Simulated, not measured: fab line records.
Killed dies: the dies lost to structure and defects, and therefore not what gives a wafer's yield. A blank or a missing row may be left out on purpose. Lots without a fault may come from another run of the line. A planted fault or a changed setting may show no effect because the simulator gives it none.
Lot-split experiment | flow n5 finfet | on a route of 1938 steps: 7 lots, 21 wafers read

## SPLIT DETAILS
At N5_SDB_COAT_05 (resist thk 90 nm), the setting spin rpm was moved away from the recipe's 1500 rpm on 8 of the 21 wafers read, by -8.7% to +4.2%. The other wafers ran this setting at the recipe's value.

## FROM THE SPLIT TO THE READING: what the file shows between them, 4 steps
- N5_SDB_EBR_07
- N5_SDB_SOFTBAKE_06: time 60 s
- N5_SDB_EXPOSE_08: exposes mask SDB
- N5_SDB_PEB_09: peb time 60 s

## THE READING
CAR-ArF_of_SDB_COAT_05.thk nm (the simulator's own value, which no gauge read), in nm, at N5_SDB_DEVELOP_10 (develop time 30 s). There is no usual value for it anywhere in the file. Here, 13 wafers ran the recipe; their average is 88.6 nm with a standard deviation of 0.29 nm.

wafer  | tool, chamber at the split | spin rpm as run, rpm | against the recipe | CAR-ArF_of_SDB_COAT_05.thk nm, nm | against lot-mates on the recipe
L079.1 | litho track-03, 0          | 1381                 | -7.9%              | 92.4                              | +4.0
L079.2 | litho track-03, 0          | 1500                 | recipe             | 88.4                              | -
L079.5 | litho track-03, 0          | 1381                 | -7.9%              | 92.2                              | +3.8
L080.1 | litho track-05, 0          | 1563                 | +4.2%              | 86.2                              | -2.2
L080.3 | litho track-05, 0          | 1563                 | +4.2%              | 86.6                              | -1.8
L080.5 | litho track-05, 0          | 1500                 | recipe             | 88.4                              | -
L084.2 | litho track-03, 0          | 1500                 | recipe             | 88.8                              | -
L084.3 | litho track-03, 0          | 1369                 | -8.7%              | 92.2                              | +3.8
L084.4 | litho track-03, 0          | 1500                 | recipe             | 88                                | -
L088.1 | litho track-01, 0          | 1500                 | recipe             | 89                                | -
L088.3 | litho track-01, 0          | 1500                 | recipe             | 89                                | -
L088.4 | litho track-01, 0          | 1500                 | recipe             | 88.8                              | -
L089.2 | litho track-03, 0          | 1398                 | -6.8%              | 92                                | +3.3
L089.3 | litho track-03, 0          | 1500                 | recipe             | 88.8                              | -
L089.6 | litho track-03, 0          | 1500                 | recipe             | 88.6                              | -
L091.3 | litho track-05, 0          | 1500                 | recipe             | 88.4                              | -
L091.4 | litho track-05, 0          | 1500                 | recipe             | 88.4                              | -
L091.6 | litho track-05, 0          | 1500                 | recipe             | 88.6                              | -
L096.1 | litho track-01, 0          | 1500                 | recipe             | 88.2                              | -
L096.3 | litho track-01, 0          | 1404                 | -6.4%              | 91.2                              | +3.0
L096.4 | litho track-01, 0          | 1404                 | -6.4%              | 91.6                              | +3.4

FIT RESULTS
A straight line over all 21 wafers: CAR-ArF_of_SDB_COAT_05.thk nm changes by -0.465 nm for each +1% of spin rpm; r = -0.99; the points scatter about the line by 0.3 nm.
The same after taking each lot's own level away (the mean of its wafers on the recipe; 21 wafers): -0.479 nm for each +1%; r = -0.99; scatter 0.2 nm.
That fit puts the effect of the largest move of spin rpm on the reading at 4.2 nm.
The span of the lots' own levels, 88.20 to 88.93 nm, comes to 2.5 times the standard deviation stated above.
So the lot-to-lot level changes the slope little: the two slopes agree.
Check: for one of the wafers moved furthest among these (-8.7%), held out of the fit, the line's prediction against its lot-mates is +4.29 nm. Against them it came out at +3.8 nm.

## ADDITIONAL SPLITS CARRIED BY THESE WAFERS
These wafers also went through other splits before the reading. Each is held against what the fit with the lots' levels taken away leaves over:
other split on the same wafers     | wafers away from the commonest value | r with CAR-ArF_of_SDB_COAT_05.thk nm (lot level and that fit taken away)
N5_WELL_APT_COAT_02 spin rpm       | 7                                    | -0.44
N5_WELL_APT_COAT_19 spin rpm       | 9                                    | +0.57
N5_WELL_APT_PEB_23 peb temp c      | 10                                   | -0.02
N5_FIN_SAQP_ETCH_34 source w       | 6                                    | -0.28
N5_SD_EPI_N_ETCH_45 target depth a | 8                                    | +0.28

## THE WHOLE CHAIN: every reading that the file lists as answering this split, in the file's order
step              | what it does      | reading                                                                        | change (the file's fit)               | r (the file's)
N5_SDB_COAT_05    | resist thk 90 nm  | CAR-ArF_of_SDB_COAT_05.thk nm (the simulator's own value, which no gauge read) | -0.459 nm for each +1% of the setting | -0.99
N5_SDB_DEVELOP_10 | develop time 30 s | CAR-ArF_of_SDB_COAT_05.thk nm (the simulator's own value, which no gauge read) | -0.473 nm for each +1% of the setting | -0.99

## THE FILE'S OWN FIT
CAR-ArF_of_SDB_COAT_05.thk nm changes by -0.473 nm for each +1% of spin rpm, r = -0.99.
